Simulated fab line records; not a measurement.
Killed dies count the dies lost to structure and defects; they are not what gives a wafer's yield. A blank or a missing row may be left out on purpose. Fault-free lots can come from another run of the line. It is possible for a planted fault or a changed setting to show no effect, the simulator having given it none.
Chamber matching -- flow nandHarc -- 3 sister chambers for NHARC_A_CONTACT_DEP_24 on pecvd-01
The step deposits SiO2, target thk 500 nm. 6 wafers are shown with their chamber, then 8 later ones without.

## WAFERS PAIRED WITH THEIR CHAMBERS
wafer,chamber,throttleValvePct (%),heaterPowerW (W)
L078.1,1,17.0,520
L082.2,1,16.8,587
L085.1,2,16.1,536
L085.4,0,15.6,564
L085.6,2,16.0,557
L088.1,0,15.2,529

## WAFERS WHOSE CHAMBER IS MISSING
wafer,throttleValvePct (%),heaterPowerW (W)
L088.4,16.1,464
L088.6,15.4,576
L093.1,16.1,544
L093.2,15.4,598
L093.6,16.4,581
L094.1,16.2,555
L094.4,15.3,621
L094.5,16.0,579

## THE CHAMBER EACH PASSED THROUGH
wafer,from the rows above,in truth
L088.4,can't be placed: 2 or 0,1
L088.6,0,0
L093.1,2,2
L093.2,0,0
L093.6,can't be placed: 2 or 1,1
L094.1,2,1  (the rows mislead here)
L094.4,0,0
L094.5,2,2
Correctly placed: 5 of 8. Can't be placed from these rows: 2 (the true chamber is among the candidates in 1). Number placed wrongly: 1.
How it was worked out, from the rows above alone: a wafer's distance from a chamber is the root of the sum, over the readings, of the square of ((its reading less the chamber's mean) divided by the reading's scatter). If the next closest chamber is less than 2 further off than the closest, the wafer can't be placed; otherwise it belongs to the closest. The mean given for a chamber averages the wafers shown for that chamber. The scatter is the square root of a quotient: the sum, over the shown wafers, of each reading's squared deviation from its chamber's mean, divided by wafers minus chambers.
